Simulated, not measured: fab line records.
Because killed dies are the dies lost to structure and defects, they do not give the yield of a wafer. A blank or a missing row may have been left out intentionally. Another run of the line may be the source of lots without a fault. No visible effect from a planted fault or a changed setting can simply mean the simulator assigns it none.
fab line records | flow n5Finfet
record: lots: 7 wafers: 21
route steps=1938 shown WELL_APT@21 PMOS_HMC_CHANNEL_EPI@62 FIN_SAQP@146 FIN_CUT@160 DUMMY_GATE@243 SD_EPI_N@278 SD_ACTIVATION@330 ILD0@338 GATE_CUT@490
startH: start of the lot's first displayed wafer, in hours after the record's first day | waitH: how many hours have passed since the lot's step before this one | " repeats the value in the row above | L1.1+2: a row that stands for several wafers | - no value, or no start was given | * or withheld: withheld | < > ~ a bound
route shown NAME@n: NAME is a module with steps in the file, n the number in the route of the first one | usual: mean and standard deviation over wafers with no fault | same: alike in all rows | chamber/n: place in a boat | sites: readings site by site | _std_site: the standard deviation of these | _edge_site: outer sites' mean less inner sites' | radiusMm: for every site, how far away it sits from the centre of the wafer | mask NAME#n: copy n | behind: the tool/chamber that last shaped the wafer | hold: why the lot was held/for how many hours/how that ended | device: the transistor (n, p or np) that didn't switch | end of line: tests of these same wafers at the route's end | for a step that has no rows: nothing shown but its recipe | killed: dies that structure and defects cost at the first sort, which is not the same as the wafer's yield | map: per-die view of a wafer (x killed, . not killed, _ where there is no die)
set.NAME: the setting that was run; set.NAME@STEP: the one run at that earlier step | model.NAME: the simulator's own value behind a step, which no gauge read
lots with deliberately changed settings; one table per step, one row per wafer
== steps ==
step: N5_WELL_APT_COAT_02
recipe: spinRpm: 1357 resistThkNm: 950
columns lot.wafer tool chamber startH waitH set.spinRpm model.coat_of_WELL_APT_COAT_02.thkNm
L081.2 lithoTrack-02 0 - - 1357 946.4
L081.4 " 0 " " 1357 944.5
L081.5 " 0 " " 1357 947
L082.1 lithoTrack-03 0 - - 1250 992.6
L082.4 " 0 " " 1357 951.6
L082.5 " 0 " " 1250 993
L084.3 lithoTrack-03 0 - - 1437 921.1
L084.5 " 0 " " 1437 922.7
L084.6 " 0 " " 1357 946.7
L088.1 lithoTrack-02 0 - - 1357 948.6
L088.2 " 0 " " 1357 947.8
L088.5 " 0 " " 1357 952.4
L090.1 lithoTrack-05 0 - - 1357 949
L090.2 " 0 " " 1357 948.6
L090.6 " 0 " " 1357 950.4
L096.1 lithoTrack-03 0 - - 1357 952.1
L096.2 " 0 " " 1357 951.9
L096.5 " 0 " " 1357 952.9
L097.3 lithoTrack-03 0 - - 1357 951.4
L097.4 " 0 " " 1357 948.2
L097.6 " 0 " " 1357 950
step: N5_PMOS_HMC_CHANNEL_EPI_EXPOSE_06
recipe: maskId: PMOS_HMC_BLK na: 1.35 sourceShape: conventional sigmaOuter: 0.8 polarization: unpolarized targetCdNm: 240 doseMj: 41
columns lot.wafer tool chamber startH waitH mask set.doseMj
L081.2 arfiScanner-01 0 59.62 - PMOS_HMC_BLK#0 42.82
L081.4+5 " 0 " " PMOS_HMC_BLK#0 41
L082.1+5 arfiScanner-02 0 64.99 - PMOS_HMC_BLK#0 41
L082.4 " 0 " " PMOS_HMC_BLK#0 38.01
L084.3 arfiScanner-01 0 77.24 - PMOS_HMC_BLK#0 43.48
L084.5+6 " 0 " " PMOS_HMC_BLK#0 41
L088.1 arfiScanner-03 0 101.50 - PMOS_HMC_BLK#0 41
L088.2+5 " 0 " " PMOS_HMC_BLK#0 38.72
L090.1 arfiScanner-02 0 113.48 - PMOS_HMC_BLK#0 41
L090.2+6 " 0 " " PMOS_HMC_BLK#0 39.69
L096.1+2+5 arfiScanner-02 0 148.98 - PMOS_HMC_BLK#0 41
L097.3+4+6 arfiScanner-03 0 155.30 - PMOS_HMC_BLK#0 41
step: N5_PMOS_HMC_CHANNEL_EPI_PEB_07
recipe: pebTempC: 110 pebTimeS: 60 resist: CAR-ArF-block
columns lot.wafer tool chamber startH waitH set.pebTimeS
L081.2+4+5 lithoTrack-01 0 59.67 0.0 60
L082.1+4 lithoTrack-03 0 65.04 0.1 60
L082.5 " 0 " " 68.92
L084.3 lithoTrack-04 0 77.28 0.0 49.89
L084.5+6 " 0 " " 60
L088.1+2+5 lithoTrack-01 0 101.56 0.1 60
L090.1+6 lithoTrack-01 0 113.53 0.1 52.72
L090.2 " 0 " " 60
L096.1+2 lithoTrack-03 0 149.04 0.1 60
L096.5 " 0 " " 54.58
L097.3+4+6 lithoTrack-04 0 155.35 0.0 60
step: N5_PMOS_HMC_CHANNEL_EPI_DEVELOP_08
recipe: developTimeS: 30 developer: TMAH resist: CAR-ArF-block devTempC: 23 rinseLiquid: diw dry: airSpin
step: N5_PMOS_HMC_CHANNEL_EPI_CD_MEAS_09
recipe: targetCdNm: 237.4 landingEnergyEv: 500 detector: seInlens
usual: cdNm: 237.0/1.1
columns lot.wafer tool chamber startH waitH set.doseMj@PMOS_HMC_CHANNEL_EPI_EXPOSE_06 set.pebTimeS@PMOS_HMC_CHANNEL_EPI_PEB_07 cdNm
L081.2 cdSem-03 0 59.74 - 42.82 60 241.1
L081.4 " 0 " " 41 60 236.8
L081.5 " 0 " " 41 60 235.9
L082.1 cdSem-01 0 65.11 - 41 60 236.6
L082.4 " 0 " " 38.01 60 231.6
L082.5 " 0 " " 41 68.92 242.2
L084.3 cdSem-02 0 77.35 - 43.48 49.89 234.9
L084.5 " 0 " " 41 60 235.9
L084.6 " 0 " " 41 60 237.4
L088.1 cdSem-02 0 101.63 - 41 60 237.3
L088.2 " 0 " " 38.72 60 233.2
L088.5 " 0 " " 38.72 60 233.2
L090.1 cdSem-01 0 113.60 - 41 52.72 233.4
L090.2 " 0 " " 39.69 60 234.4
L090.6 " 0 " " 39.69 52.72 228.9
L096.1 cdSem-02 0 149.10 - 41 60 235.1
L096.2 " 0 " " 41 60 235.5
L096.5 " 0 " " 41 54.58 232.1
L097.3 cdSem-03 0 155.42 - 41 60 238.5
L097.4 " 0 " " 41 60 238.3
L097.6 " 0 " " 41 60 238.0
step: N5_FIN_SAQP_ETCH_64
recipe: chemistry: CF4 target: SiO2 targetDepthA: 15 ionEnergyEv: 350 pressureMtorr: 10 icpW: 800 biasW: 400 cf4FlowSccm: 80
columns lot.wafer tool chamber startH waitH set.biasW model.etch.depthNm
L081.2 rieSi-03 1 68.44 0.0 335.7 1.458
L081.4 " 2 " " 335.7 1.41
L081.5 " 3 " " 400 1.487
L082.1 rieSi-01 3 74.05 0.0 338 1.434
L082.4 " 0 " " 400 1.517
L082.5 " 3 " " 400 1.498
L084.3 rieSi-03 2 85.95 0.0 348.7 1.42
L084.5 " 0 " " 348.7 1.435
L084.6 " 1 " " 400 1.531
L088.1 rieSi-01 1 111.30 0.0 400 1.515
L088.2 " 3 " " 400 1.521
L088.5 " 2 " " 350.1 1.475
L090.1 rieSi-03 0 123.43 0.0 379.7 1.47
L090.2 " 3 " " 400 1.477
L090.6 " 3 " " 379.7 1.447
L096.1 rieSi-03 0 157.59 0.0 429.8 1.51
L096.2 " 3 " " 400 1.48
L096.5 " 2 " " 429.8 1.505
L097.3 rieSi-04 1 164.03 0.0 400 1.506
L097.4 " 3 " " 400 1.5
L097.6 " 0 " " 400 1.489
step: N5_FIN_CUT_EXPOSE_05
recipe: maskId: FIN_CUT na: 0.33 sourceShape: annular sigmaInner: 0.35 sigmaOuter: 0.8 polarization: unpolarized doseMj: 45.75
columns lot.wafer tool chamber startH waitH mask set.doseMj
L081.2+4+5 euvScanner-01 0 69.05 - FIN_CUT#0 45.75
L082.1+4+5 euvScanner-01 0 74.50 - FIN_CUT#0 48.76
L084.3 euvScanner-01 0 86.41 - FIN_CUT#0 45.75
L084.5+6 " 0 " " FIN_CUT#0 48.24
L088.1+2 euvScanner-02 0 111.86 - FIN_CUT#0 45.75
L088.5 " 0 " " FIN_CUT#0 47.99
L090.1+2 euvScanner-01 0 123.87 - FIN_CUT#0 48.07
L090.6 " 0 " " FIN_CUT#0 45.75
L096.1 euvScanner-01 0 158.03 - FIN_CUT#0 45.75
L096.2+5 " 0 " " FIN_CUT#0 44.25
L097.3+4+6 euvScanner-01 0 168.99 - FIN_CUT#0 45.75
step: N5_FIN_CUT_PEB_06
recipe: pebTempC: 100 pebTimeS: 60 resist: CAR-EUV
step: N5_FIN_CUT_DEVELOP_07
recipe: developTimeS: 30 developer: TMAH resist: CAR-EUV rinseLiquid: surfactantRinse dry: airSpin devTempC: 23
step: N5_FIN_CUT_DESCUM_13
recipe: chemistry: O2 timeS: 7 sourcePowerW: 50 biasPowerW: 20 pressureMtorr: 20 rfFrequencyHz: 2.712e+07 tempC: 40 resist: CAR-EUV o2FlowSccm: 225
step: N5_FIN_CUT_ETCH_30
recipe: chemistry: N2/H2 target: underlayer targetDepthA: 130 maskMaterial: CAR-EUV timeS: 10.4 ionEnergyEv: 200 pressureMtorr: 30 sourceW: 840 biasW: 150 n2FlowSccm: 200 h2FlowSccm: 200 ends: cleared
columns lot.wafer tool chamber startH waitH set.doseMj@FIN_CUT_EXPOSE_05 model.FIN_CUT.cdOffsetNm
L081.2+5 rieDiel-03 3,0 69.34 0.0 45.75 0
L081.4 " 2 " " 45.75 0.2
L082.1 rieDiel-04 1 74.79 0.0 48.76 1.4
L082.4+5 " 3,0 " " 48.76 1
L084.3 rieDiel-01 3 86.69 0.0 45.75 0
L084.5 " 3 " " 48.24 1
L084.6 " 2 " " 48.24 0.8
L088.1+2 rieDiel-01 3,1 112.15 0.0 45.75 0
L088.5 " 2 " " 47.99 0.6
L090.1+2 rieDiel-03 1,2 124.16 0.0 48.07 1
L090.6 " 1 " " 45.75 0
L096.1 rieDiel-04 0 158.51 0.0 45.75 0
L096.2 " 3 " " 44.25 -0.6
L096.5 " 1 " " 44.25 -0.8
L097.3 rieDiel-01 2 169.27 0.0 45.75 0
L097.4+6 " 0,1 " " 45.75 0.2
step: N5_FIN_CUT_ETCH_20
recipe: chemistry: CF4 target: SiARC targetDepthA: 260 maskMaterial: CAR-EUV timeS: 43.3 ionEnergyEv: 80 pressureMtorr: 40 sourceW: 545 biasW: 36 Ar_flow_sccm: 100 cf4FlowSccm: 100 ends: cleared
columns lot.wafer tool chamber startH waitH set.doseMj@FIN_CUT_EXPOSE_05 model.FIN_CUT.cdOffsetNm
L081.2 rieDiel-03 3 69.36 0.0 45.75 0.2
L081.4+5 " 2,0 " " 45.75 0
L082.1 rieDiel-04 1 74.81 0.0 48.76 1.4
L082.4 " 3 " " 48.76 1
L082.5 " 0 " " 48.76 1.2
L084.3 rieDiel-01 3 86.71 0.0 45.75 0
L084.5 " 3 " " 48.24 1
L084.6 " 2 " " 48.24 0.8
L088.1 rieDiel-01 3 112.17 0.0 45.75 0
L088.2 " 1 " " 45.75 0.2
L088.5 " 2 " " 47.99 0.4
L090.1 rieDiel-03 1 124.18 0.0 48.07 1
L090.2 " 2 " " 48.07 0.6
L090.6 " 1 " " 45.75 0
L096.1 rieDiel-04 0 158.53 0.0 45.75 0
L096.2 " 3 " " 44.25 -0.6
L096.5 " 1 " " 44.25 -0.8
L097.3+6 rieDiel-01 2,1 169.29 0.0 45.75 0
L097.4 " 0 " " 45.75 0.2
step: N5_DUMMY_GATE_ETCH_31
recipe: chemistry: C4F6/O2 target: SiO2 maskMaterial: SOC targetDepthA: 825 timeS: 27.5 ionEnergyEv: 250 pressureMtorr: 30 sourceW: 345 biasW: 185 Ar_flow_sccm: 300 C4F6_flow_sccm: 10 O2_flow_sccm: 10
columns lot.wafer tool chamber startH waitH set.targetDepthA model.etch.depthNm model.SOC_of_DUMMY_GATE_COAT_34.thkNm
L081.2 rieDiel-03 0 88.05 0.0 825 82.08 52
L081.4 " 3 " " 896.7 88.38 51
L081.5 " 1 " " 896.7 88.7 51.2
L082.1 rieDiel-04 3 94.04 0.1 825 82.97 52
L082.4 " 2 " " 780 78.35 52.4
L082.5 " 3 " " 825 83.75 52.2
L084.3 rieDiel-01 2 107.93 0.0 825 81.27 51.8
L084.5 " 3 " " 908.4 90.23 51
L084.6 " 0 " " 908.4 89.45 51
L088.1 rieDiel-04 1 135.82 0.0 792.9 79.87 52
L088.2 " 0 " " 825 82.49 51.8
L088.5 " 2 " " 792.9 80.19 52.2
L090.1 rieDiel-03 0 150.76 0.2 825 81.83 52
L090.2 " 3 " " 753.9 74.22 52.6
L090.6 " 1 " " 825 81.02 52
L096.1 rieDiel-01 2 177.90 0.0 751.6 73.2 52.6
L096.2 " 3 " " 751.6 74 52.8
L096.5 " 1 " " 825 82.07 51.6
L097.3 rieDiel-01 3 191.28 0.1 825 80.31 52
L097.4 " 0 " " 825 80.16 52
L097.6 " 3 " " 825 80.57 52
step: N5_SD_EPI_N_ETCH_45
recipe: chemistry: CH3F/O2 target: SiOCN targetDepthA: 60 maskMaterial: SOC ionEnergyEv: 60 biasW: 29 pressureMtorr: 15 sourceW: 410 Ar_flow_sccm: 150 CH3F_flow_sccm: 30 O2_flow_sccm: 20
columns lot.wafer tool chamber startH waitH set.targetDepthA model.etch.depthNm
L081.2 rieDiel-05 3 90.26 0.1 53.28 5.129
L081.4 " 0 " " 53.28 5.153
L081.5 " 3 " " 60 5.877
L082.1 rieDiel-02 3 96.70 0.1 66.03 6.783
L082.4 " 2 " " 60 5.996
L082.5 " 0 " " 66.03 6.881
L084.3 rieDiel-06 1 111.13 0.1 60 5.909
L084.5 " 0 " " 63.78 6.43
L084.6 " 1 " " 60 5.9
L088.1 rieDiel-06 3 138.04 0.1 60 5.735
L088.2 " 2 " " 62.81 6.221
L088.5 " 0 " " 60 6.096
L090.1 rieDiel-05 2 153.20 0.1 60 5.823
L090.2 " 3 " " 60 5.792
L090.6 " 0 " " 60 5.814
L096.1 rieDiel-05 0 180.11 0.1 65.92 6.34
L096.2 " 3 " " 65.92 6.412
L096.5 " 0 " " 60 5.775
L097.3 rieDiel-02 0 193.79 0.1 60 6.133
L097.4 " 2 " " 60 5.988
L097.6 " 3 " " 60 6.046
step: N5_SD_EPI_N_EPI_21
recipe: material: Si:P dopant: P tempC: 680 pressureTorr: 255 timeS: 690
columns lot.wafer tool chamber startH waitH set.epiGrowthTimeS model.Si-P_of_SD_EPI_N_EPI_21.thkNm
L081.2 epiRpcvd-01 0 91.71 0.4 620.3 55
L081.4 " 0 " " 620.3 55.2
L081.5 " 0 " " 620.3 55.8
L082.1 epiRpcvd-01 0 97.88 0.1 690 59.4
L082.4 " 0 " " 734.1 61.4
L082.5 " 0 " " 690 60
L084.3 epiRpcvd-01 0 114.16 1.5 726 61.4
L084.5 " 0 115.49 2.7 690 59.2
L084.6 " 0 " " 726 60.6
L088.1 epiRpcvd-01 0 139.38 0.2 740.3 62.4
L088.2 " 0 " " 690 59
L088.5 " 0 140.87 1.5 690 58.6
L090.1 epiRpcvd-01 0 154.56 0.2 721.2 60
L090.2 " 0 " " 690 57.8
L090.6 " 0 156.42 1.9 690 58.2
L096.1 epiRpcvd-01 0 181.45 0.2 732.9 59.8
L096.2 " 0 " " 732.9 60.8
L096.5 " 0 182.94 1.5 690 58
L097.3+4 epiRpcvd-01 0 195.87 0.9 690 58
L097.6 " 0 196.99 1.9 690 58.4
step: N5_SD_EPI_N_EPI_MEAS_23
recipe: mode: xrd
usual: thkNm: 59.0/1.1
columns lot.wafer tool chamber startH waitH set.epiGrowthTimeS@SD_EPI_N_EPI_21 thkNm
L081.2 filmMetro-02 - 93.15 1.2 620.3 54.2
L081.4 " - " " 620.3 54.9
L081.5 " - " " 620.3 55.6
L082.1 filmMetro-01 - 99.60 1.4 690 59.9
L082.4 " - " " 734.1 62.2
L082.5 " - " " 690 60.0
L084.3 filmMetro-02 - 116.86 2.0 726 61.0
L084.5 " - " " 690 60.0
L084.6 " - " " 726 60.9
L088.1 filmMetro-02 - 141.66 1.9 740.3 63.7
L088.2 " - " " 690 58.1
L088.5 " - " " 690 59.8
L090.1 filmMetro-02 - 156.83 1.9 721.2 60.5
L090.2 " - " " 690 57.3
L090.6 " - " " 690 57.1
L096.1 filmMetro-01 - 183.74 1.9 732.9 61.5
L096.2 " - " " 732.9 59.4
L096.5 " - " " 690 58.3
L097.3 filmMetro-01 - 197.41 1.2 690 58.5
L097.4 " - " " 690 57.8
L097.6 " - " " 690 58.6
step: N5_SD_EPI_N_PRECLEAN_24
recipe: chemistry: O3/DIW timeS: 60 tempC: 22 o3Ppm: 10
step: N5_SD_EPI_N_SRD_25
recipe: timeS: 30 tempC: 23 rinseLiquid: diw dry: ipaMarangoni
step: N5_SD_ACTIVATION_RTA_00
recipe: tempC: 975 timeS: 0 ambient: N2 idleTempC: 600 rampUpCPerS: 150 rampDownCPerS: 60 coolToC: 600
step: N5_SD_ACTIVATION_LSA_01
recipe: tempC: 1080 timeS: 0.0008 ambient: N2
step: N5_SD_ACTIVATION_RS_MEAS_03
recipe: thkMeasGauge: four-point-probe
usual: RS_SD_N: 21.94/0.28 RS_SD_P: 56.3/1.1
columns lot.wafer tool chamber startH waitH set.epiGrowthTimeS@SD_EPI_N_EPI_21 RS_SD_N[ohm/sq] RS_SD_P[ohm/sq]
L081.2 filmMetro-01 - 98.49 0.2 620.3 23.95 54.7
L081.4 " - " " 620.3 23.58 54.4
L081.5 " - " " 620.3 23.04 54.8
L082.1 filmMetro-02 - 104.88 0.2 690 21.75 57.0
L082.4 " - " " 734.1 20.94 55.7
L082.5 " - " " 690 21.61 56.3
L084.3 filmMetro-01 - 122.30 0.2 726 20.75 56.2
L084.5 " - " " 690 21.66 56.2
L084.6 " - " " 726 21.07 56.6
L088.1 filmMetro-01 - 156.26 0.2 740.3 20.41 57.5
L088.2 " - " " 690 21.79 57.0
L088.5 " - " " 690 22.02 56.9
L090.1 filmMetro-02 - 161.97 0.2 721.2 21.42 55.8
L090.2 " - " " 690 22.54 56.8
L090.6 " - " " 690 22.27 56.5
L096.1 filmMetro-02 - 191.21 0.2 732.9 21.56 56.6
L096.2 " - " " 732.9 21.18 57.6
L096.5 " - " " 690 22.30 57.5
L097.3 filmMetro-01 - 203.00 0.2 690 22.42 56.4
L097.4 " - " " 690 22.38 55.6
L097.6 " - " " 690 22.08 56.7
step: N5_ILD0_CMP_03
recipe: stopOn: SiNx tOverpolishS: 1.9 postCmpClean: alkalineBrush downForcePsi: 4.1491 platenRpm: 51.796 padVelocityMS: 1.0306 targetThkNm: 197.38
usual: timeToEndpointS: 70/4.5
columns lot.wafer tool chamber startH waitH set.downForcePsi timeToEndpointS
L081.2 cmp-04 0 101.51 0.0 4.1491 72
L081.4 " 1 " " 4.1491 72
L081.5 " 0 " " 4.1491 71
L082.4 cmp-03 1 107.63 0.0 5.06 53
L082.1 " 3 " " 4.1491 70
L082.5 " 2 " " 5.06 54
L084.3 cmp-03 3 124.99 0.0 5.073 57
L084.5 " 3 " " 5.073 59
L084.6 " 0 " " 4.1491 67
L088.2 cmp-03 0 160.70 0.1 4.1491 65
L088.1 " 1 " " 4.1491 64
L088.5 " 2 " " 4.1491 61
L090.1 cmp-04 0 166.49 0.1 3.287 83
L090.2 " 1 " " 4.1491 65
L090.6 " 2 " " 3.287 85
L096.1 cmp-03 0 194.01 0.1 4.1491 65
L096.2 " 1 " " 3.752 75
L096.5 " 3 " " 3.752 77
L097.3 cmp-03 2 205.68 0.0 4.1491 64
L097.4 " 1 " " 4.1491 68
L097.6 " 3 " " 4.1491 73
step: N5_GATE_CUT_DESCUM_18
recipe: chemistry: O2 timeS: 7 sourcePowerW: 50 biasPowerW: 20 pressureMtorr: 20 rfFrequencyHz: 2.712e+07 tempC: 40 resist: CAR-EUV o2FlowSccm: 225
columns lot.wafer tool chamber startH waitH set.timeS model.CAR-EUV_of_GATE_CUT_COAT_07.thkNm
L081.2+4+5 rieDiel-03 2,1,1 123.66 0.1 6.362 26.4
L082.1 rieDiel-04 3 130.48 0.0 7 25.8
L082.4 " 1 " " 7.605 25.6
L082.5 " 1 " " 7.605 25.4
L084.3+5 rieDiel-04 0 147.52 0.4 7 25.8
L084.6 " 1 " " 7 26
L088.1 rieDiel-03 3 184.25 0.0 7 26.2
L088.2+5 " 1 " " 7.956 25.6
L090.1 rieDiel-03 2 190.30 0.3 5.973 26.6
L090.2+6 " 0 " " 7 25.8
L096.1+5 rieDiel-01 0,3 220.75 0.7 7 26
L096.2 " 3 " " 6.144 26.6
L097.3+6 rieDiel-03 2,0 230.00 0.4 7 26
L097.4 " 2 " " 7 26.2
step: N5_GATE_CUT_ETCH_28
recipe: chemistry: N2/H2 target: underlayer targetDepthA: 130 maskMaterial: CAR-EUV timeS: 10.4 ionEnergyEv: 200 pressureMtorr: 30 sourceW: 840 biasW: 150 n2FlowSccm: 200 h2FlowSccm: 200 ends: cleared
columns lot.wafer tool chamber startH waitH set.timeS@GATE_CUT_DESCUM_18 model.CAR-EUV_of_GATE_CUT_COAT_07.thkNm
L081.2+5 rieDiel-03 2,1 123.69 0.0 6.362 15
L081.4 " 1 " " 6.362 14.8
L082.1 rieDiel-04 3 130.51 0.0 7 14.4
L082.4+5 " 1 " " 7.605 14.2
L084.3+5 rieDiel-04 0 147.56 0.0 7 14.4
L084.6 " 1 " " 7 14.6
L088.1 rieDiel-03 3 184.28 0.0 7 14.6
L088.2+5 " 1 " " 7.956 14.2
L090.1 rieDiel-03 2 190.33 0.0 5.973 15.2
L090.2+6 " 0 " " 7 14.4
L096.1 rieDiel-01 0 220.78 0.0 7 14.6
L096.2 " 3 " " 6.144 15.2
L096.5 " 3 " " 7 14.8
L097.3+4 rieDiel-03 2 230.04 0.0 7 14.8
L097.6 " 0 " " 7 14.4
step: N5_GATE_CUT_ETCH_36
recipe: chemistry: CF4 target: SiARC targetDepthA: 130 maskMaterial: CAR-EUV timeS: 21.7 ionEnergyEv: 80 pressureMtorr: 40 sourceW: 545 biasW: 36 Ar_flow_sccm: 100 cf4FlowSccm: 100 ends: cleared
columns lot.wafer tool chamber startH waitH set.timeS@GATE_CUT_DESCUM_18 model.CAR-EUV_of_GATE_CUT_COAT_07.thkNm
L081.2+4 rieDiel-03 2,1 123.71 0.0 6.362 7.2
L081.5 " 1 " " 6.362 7.4
L082.1 rieDiel-04 3 130.53 0.0 7 6.6
L082.4 " 1 " " 7.605 6.6
L082.5 " 1 " " 7.605 6.4
L084.3+5 rieDiel-04 0 147.58 0.0 7 6.8
L084.6 " 1 " " 7 7
L088.1 rieDiel-03 3 184.30 0.0 7 7
L088.2+5 " 1 " " 7.956 6.6
L090.1 rieDiel-03 2 190.35 0.0 5.973 7.6
L090.2+6 " 0 " " 7 6.8
L096.1 rieDiel-01 0 220.80 0.0 7 6.8
L096.2 " 3 " " 6.144 7.6
L096.5 " 3 " " 7 7
L097.3 rieDiel-03 2 230.06 0.0 7 7
L097.4 " 2 " " 7 7.2
L097.6 " 0 " " 7 6.8
== key ==
split: step: N5_WELL_APT_COAT_02 setting: spinRpm stated: 1357 by: wafer
response: step: N5_WELL_APT_COAT_02 reading: model.coat_of_WELL_APT_COAT_02.thkNm change: -4.86 per: 1% r: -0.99
split: step: N5_PMOS_HMC_CHANNEL_EPI_EXPOSE_06 setting: doseMj stated: 41 by: wafer
response: step: N5_PMOS_HMC_CHANNEL_EPI_CD_MEAS_09 reading: cdNm slope: +0.798 per: 1% togetherWith: pebTimeS@PMOS_HMC_CHANNEL_EPI_PEB_07 explained: 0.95
split: step: N5_PMOS_HMC_CHANNEL_EPI_PEB_07 setting: pebTimeS stated: 60 by: wafer
response: step: N5_PMOS_HMC_CHANNEL_EPI_CD_MEAS_09 reading: cdNm slope: +0.369 per: 1% togetherWith: doseMj@PMOS_HMC_CHANNEL_EPI_EXPOSE_06 explained: 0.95
split: step: N5_FIN_SAQP_ETCH_64 setting: biasW stated: 400 by: wafer
response: step: N5_FIN_SAQP_ETCH_64 reading: model.etch.depthNm change: +0.00462 per: 1% r: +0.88
split: step: N5_FIN_CUT_EXPOSE_05 setting: doseMj stated: 45.75 by: wafer
response: step: N5_FIN_CUT_ETCH_30 reading: model.FIN_CUT.cdOffsetNm change: +0.169 per: 1% r: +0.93
response: step: N5_FIN_CUT_ETCH_20 reading: model.FIN_CUT.cdOffsetNm change: +0.141 per: 1% r: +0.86
split: step: N5_DUMMY_GATE_ETCH_31 setting: targetDepthA stated: 825 by: wafer
response: step: N5_DUMMY_GATE_ETCH_31 reading: model.etch.depthNm change: +0.844 per: 1% r: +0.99
response: step: N5_DUMMY_GATE_ETCH_31 reading: model.SOC_of_DUMMY_GATE_COAT_34.thkNm change: -0.0895 per: 1% r: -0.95
split: step: N5_SD_EPI_N_ETCH_45 setting: targetDepthA stated: 60 by: wafer
response: step: N5_SD_EPI_N_ETCH_45 reading: model.etch.depthNm change: +0.0708 per: 1% r: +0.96
split: step: N5_SD_EPI_N_EPI_21 setting: epiGrowthTimeS stated: 690 by: wafer
response: step: N5_SD_EPI_N_EPI_21 reading: model.Si-P_of_SD_EPI_N_EPI_21.thkNm change: +0.387 per: 1% r: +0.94
response: step: N5_SD_EPI_N_EPI_MEAS_23 reading: thkNm change: * per: 1% r: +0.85
response: step: N5_SD_ACTIVATION_RS_MEAS_03 reading: RS_SD_N change: -0.165 per: 1% r: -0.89
split: step: N5_ILD0_CMP_03 setting: downForcePsi stated: 4.1491 by: wafer
response: step: N5_ILD0_CMP_03 reading: timeToEndpointS change: * per: 1% r: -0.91
split: step: N5_GATE_CUT_DESCUM_18 setting: timeS stated: 7 by: wafer
response: step: N5_GATE_CUT_DESCUM_18 reading: model.CAR-EUV_of_GATE_CUT_COAT_07.thkNm change: -0.0477 per: 1% r: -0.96
response: step: N5_GATE_CUT_ETCH_28 reading: model.CAR-EUV_of_GATE_CUT_COAT_07.thkNm change: -0.04 per: 1% r: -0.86
response: step: N5_GATE_CUT_ETCH_36 reading: model.CAR-EUV_of_GATE_CUT_COAT_07.thkNm change: -0.0425 per: 1% r: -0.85
